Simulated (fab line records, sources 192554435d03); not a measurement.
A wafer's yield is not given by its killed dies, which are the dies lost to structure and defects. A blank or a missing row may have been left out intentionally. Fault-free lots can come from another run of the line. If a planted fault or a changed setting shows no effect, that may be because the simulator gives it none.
Struck lot and sound lot, side by side | flow n5Finfet | 36 out of 1938 route steps
Sound: these wafers, L469.1, L469.2, L469.6. Struck: wafer L464.5 (left out: L464.1, L464.3 of the same lot, which were not struck); the cause appears at the end.
Each step with rows lists, per side, the tool, then ch with its chambers, then its first start. Under that, the readings that differ: sound wafers | struck wafers | difference of the means | sigmas: that difference in standard deviations of wafers without a fault.
alike: readings whose means differ by less than 2 such deviations, and words and numbers that are the same on both sides. not compared: withheld readings, readings that some wafer has no value for, bounds like >300 that may hide the same value, and numbers for which the record gives no deviation and whose values overlap.
A row with sigmas, a row that says differs or no value, or rows on one side alone: a step with any of these is where the two part. Non-overlapping numbers with no deviation appear without sigmas and do not part them. A reading missing from all wafers of one side parts the sides only when that side holds two or more wafers.

first, 9 steps without rows for these wafers: N5_FIN_SAQP_PRECLEAN_42 (cleans in O3/DIW, time 60 s); N5_FIN_SAQP_PRECLEAN_00 (cleans in SC1, time 60 s); N5_FIN_SAQP_PRECLEAN_44 (cleans in SC2, time 45 s); N5_FIN_SAQP_SRD_01 (time 30 s); N5_FIN_SAQP_ALD_61 (deposits SiO2, target thk 4 nm, pulse time 1 s, purge time 2 s); N5_FIN_SAQP_DENSIFY_62 (time 60 s); N5_FIN_SAQP_HM_DEP_03 (deposits SiNx from SiH4/NH3/N2, target thk 38 nm, time 33.6 s); N5_FIN_SAQP_PECVD_47 (deposits a-Si from SiH4/He, target thk 45 nm, time 36.3 s); N5_FIN_SAQP_PECVD_48 (deposits SiNx from SiH4/NH3/N2, target thk 25 nm, time 22.1 s).
N5_FIN_SAQP_PECVD_06: deposits a-Si from SiH4/He, target thk 60 nm, time 48.1 s.
  sound on pecvd-04 ch 0,2, day 7 10:25; struck on pecvd-03 ch 0, day 6 03:38
reading                                    | sound             | struck | difference | sigmas
heaterPowerW (W)                           | 1001 1005 976     | 677    | -317       | -2
model.a-Si_of_FIN_SAQP_PECVD_06.thkNm (nm) | 59.72 59.55 60.04 | 30.74  | -29.03     | 
  alike: showerheadPlenumPTorr, throttleValvePct
N5_FIN_SAQP_THK_MEAS_07:
  sound: filmMetro-01 at day 7 10:32; struck: filmMetro-01 at day 6 03:43
reading    | sound          | struck | difference | sigmas
thkNm (nm) | 59.7 59.6 60.0 | 30.8   | -29.0      | -47
then, 15 steps without rows for these wafers: N5_FIN_SAQP_HM_DEP_72 (deposits SiO2 from SiH4/N2O, target thk 12 nm, time 7.2 s); N5_FIN_SAQP_COAT_49 (time 60 s, resist thk 100 nm); N5_FIN_SAQP_COAT_50 (time 60 s, resist thk 35 nm); N5_FIN_SAQP_COAT_10 (resist thk 90 nm); N5_FIN_SAQP_EBR_12; N5_FIN_SAQP_SOFTBAKE_11 (time 60 s); N5_FIN_SAQP_EXPOSE_13 (exposes mask FIN CORE, target cd 35.6 nm); N5_FIN_SAQP_PEB_14 (peb time 60 s); N5_FIN_SAQP_DEVELOP_15 (develop time 30 s); N5_FIN_SAQP_DESCUM_21 (chemistry O2, time 7.9 s); N5_FIN_SAQP_ETCH_51 (etches SiARC in CF4, target depth 45.5 nm, time 75.8 s); N5_FIN_SAQP_ETCH_52 (etches SOC in N2/H2, target depth 100 nm, overetch 20 nm, time 150 s); N5_FIN_SAQP_STRIP_53 (strips in N2/H2); N5_FIN_SAQP_HM_OPEN_73 (chemistry CHF3/O2, target SiO2, stops on a-Si, target depth 12 nm, time 16.8 s); N5_FIN_SAQP_STRIP_74 (strips in CHF3/O2).
N5_FIN_SAQP_MANDREL_ETCH_22: etches a-Si in HBr/Cl2, stops on SiNx, target depth 60 nm, bt time 10 s, time 30 s.
  sound on rieSi-03 ch 2,3, day 7 11:17; struck on rieSi-01 ch 1, day 6 04:35
reading                 | sound             | struck | difference | sigmas
oesProductAu (a.u.)     | 0.756 0.792 0.800 | 0.541  | -0.242     | -19
throttleValvePct (%)    | 35.42 35.33 35.32 | 36.22  | +0.86      | +4
model.etch.depthNm (nm) | 59.72 59.54 60.02 | 30.72  | -29.04     | 
  alike: drypumpMotorCurrentA, heBacksideLeakSccm
  not compared: rfHoursCounterH
then, 5 steps without rows for these wafers: N5_FIN_SAQP_STRIP_55 (strips in N2/H2); N5_FIN_SAQP_STRIP_23 (strips in SPM, time 750 s); N5_FIN_SAQP_SRD_66 (time 30 s); N5_FIN_SAQP_RECESS_75 (chemistry HF/NH3, target SiO2, target depth 14.4 nm, afs cycles 3, sublimation time 60 s); N5_FIN_SAQP_SPACER1_ALD_24 (deposits SiO2, target thk 20.3 nm, pulse time 1 s, purge time 2 s).
N5_FIN_SAQP_SPACER1_ETCHBACK_25: etches SiO2 in CHF3/O2, target depth 24.4 nm, time 12.2 s.
  sound on rieDiel-06 ch 0,3, day 7 13:03; struck on rieDiel-05 ch 1, day 6 06:25
reading                                    | sound          | struck | difference | sigmas
rfVppV (V)                                 | 516 533 514    | 538    | +17        | +3
model.a-Si_of_FIN_SAQP_PECVD_06.thkNm (nm) | 58.8 58.6 59.2 | 29.8   | -29.1      | 
  alike: drypumpMotorCurrentA, oesProductAu, showerheadPlenumPTorr, throttleValvePct
  not compared: rfHoursCounterH
then, 1 step without rows for these wafers: N5_FIN_SAQP_MANDREL1_REMOVE_56 (chemistry HBr/Cl2/O2, target a-Si, stops on SiNx, bt time 10 s).
-- the record jumps here: 6 days lie between the struck wafers' starts before and after (it left off in module FIN_SAQP and takes up again in module BEOL_M4, whose first step shown is number 1111 of the route) --
N5_BEOL_M4_RC_MEAS_101:
  sound on prober-01 ch 0, day 13 17:46; struck on prober-02 ch 0, day 12 11:20
  alike: DIBL_N, DIBL_P, IOFF_N, IOFF_P, ION_N, ION_P, SS_N, SS_P, VT_N, VT_P
N5_PASSIVATION_PROBE_49:
  the record has rows for the sound wafers here (prober-01, day 18 07:49) and none for the struck ones

== WHERE THEY PART ==
At N5_FIN_SAQP_PECVD_06 first; at N5_PASSIVATION_PROBE_49 last (within this record only).

WHY: whatever the simulator had introduced
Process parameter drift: pecvd-03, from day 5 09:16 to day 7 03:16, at N5_FIN_SAQP_PECVD_06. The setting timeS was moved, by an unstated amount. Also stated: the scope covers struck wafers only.
